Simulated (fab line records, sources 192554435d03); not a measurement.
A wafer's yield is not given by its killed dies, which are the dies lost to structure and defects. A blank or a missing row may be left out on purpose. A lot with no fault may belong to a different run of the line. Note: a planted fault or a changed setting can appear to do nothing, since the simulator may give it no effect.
A lot that was struck, set against a sound lot || flow n5_finfet || 21 steps out of a route of 1938
Sound: these wafers, L452.2, L452.3, L452.5. Struck: wafer L445.5 (left out: L445.3, L445.4 of the same lot, which were not struck); the cause appears at the end.
Order at every step that has rows: each side's tool, ch and its chambers, its first start. Under that, the readings that differ: sound wafers || struck wafers || difference of the means || sigmas: that difference in standard deviations of wafers without a fault.
alike: readings with means less than 2 such deviations apart, plus words and numbers identical on both sides. not compared: withheld readings, readings lacking a value on some wafer, bounds such as >300 that could conceal the same value, and numbers that have no deviation in the record and whose values overlap.
Wherever a step has rows on one side only, a row that says differs or no value, or a row with sigmas, the two part there. Numbers that have no deviation but don't overlap get no sigmas and don't part them. A reading missing from all wafers of one side parts the sides only when that side holds two or more wafers.

first, 8 steps without rows for these wafers: N5_BEOL_M6_SPUTTER_48 (material Cu, target thk 10 nm, time 1.667 s); N5_BEOL_M6_ECD_50 (material Cu, target thk 300 nm); N5_BEOL_M6_ANNEAL_51 (time 90 s); N5_BEOL_M6_CMP_52 (polishes, stops on SiCOH lowk, t overpolish 6.9 s, target thk 80 nm); N5_BEOL_M6_PRE_CLEAN_55 (time 15 s); N5_BEOL_M6_DEP_56 (deposits SiCN from 3MS/NH3, target thk 10 nm, time 17.5 s); N5_BEOL_M7_ILD_DEP_00 (deposits SiCOH lowk from DEMS/porogen, target thk 179.75 nm, time 33.4 s); N5_BEOL_M7_CURE_74 (cures SiCOH lowk, time 240 s).
N5_BEOL_M7_PECVD_70: deposits SiO2 from TEOS/O2, target thk 20 nm, time 22.7 s.
  sound on pecvd-03 ch 0,1, day 13 20:19; struck on pecvd-02 ch 2, day 11 22:05
  alike: heater_power_w, showerhead_plenum_p_Torr, throttle_valve_pct
  not compared: since_wet_clean_h
then, 9 steps without rows for these wafers: N5_BEOL_M7_HM_DEP_02 (deposits TiN, target thk 20 nm); N5_BEOL_M7_COAT_59 (time 60 s, resist thk 100 nm); N5_BEOL_M7_COAT_60 (time 60 s, resist thk 35 nm); N5_BEOL_M7_COAT_05 (resist thk 90 nm); N5_BEOL_M7_EBR_07; N5_BEOL_M7_SOFTBAKE_06 (time 60 s); N5_BEOL_M7_EXPOSE_08 (exposes mask M7); N5_BEOL_M7_PEB_09 (peb time 60 s); N5_BEOL_M7_DEVELOP_10 (develop time 30 s).
N5_BEOL_M7_INSPECT_13: inspects for defects (brightfield).
  sound on defect_inspect-02, day 13 23:32; struck on defect_inspect-01, day 11 23:34
{"reading": "raw_defect_count", "sound": "375 320 454", "struck": 1618, "difference": "+1235", "sigmas": "+14"}
then, 1 step without rows for these wafers: N5_BEOL_M7_DESCUM_16 (chemistry O2, time 7.9 s).
-- record jumps: 4 days separate the struck wafers' starts on either side; left off in module BEOL_M7, taken up again in module PASSIVATION, whose first shown step is the route's number 1936 --
N5_PASSIVATION_PROBE_49:
  sound on prober-02, day 17 08:05; struck on prober-01, day 15 17:58
{"reading": "defect_limited_yield (%)", "sound": "88.9 88.9 89.8", "struck": 80.2, "difference": -9.0, "sigmas": -6}
{"reading": "killed_at_M4_up", "sound": "7 7 9", "struck": 164, "difference": "+156", "sigmas": "+26"}
{"reading": "killed_at_front_end", "sound": "77 65 62", "struck": 29, "difference": -39, "sigmas": -3}
{"reading": "killed_dies", "sound": "131 131 120", "struck": 234, "difference": "+107", "sigmas": "+6"}
{"reading": "killed_open", "sound": "92 91 81", "struck": 52, "difference": -36, "sigmas": -3}
{"reading": "sort_bin_5_function (%)", "sound": "7.3 6.0 6.4", "struck": 11.4, "difference": "+4.8", "sigmas": "+5"}
{"reading": "sort_n_pass", "sound": "1049 1049 1060", "struck": 946, "difference": -107, "sigmas": -6}
  alike: killed_at_M0_to_M3, killed_at_contacts, killed_at_other, killed_short, sort_bin_6_memory, sort_bin_8_speed

WHERE THEY PART
Last at N5_PASSIVATION_PROBE_49 as far as this record goes, first at N5_BEOL_M7_INSPECT_13.

WHY: the cause the simulator had injected
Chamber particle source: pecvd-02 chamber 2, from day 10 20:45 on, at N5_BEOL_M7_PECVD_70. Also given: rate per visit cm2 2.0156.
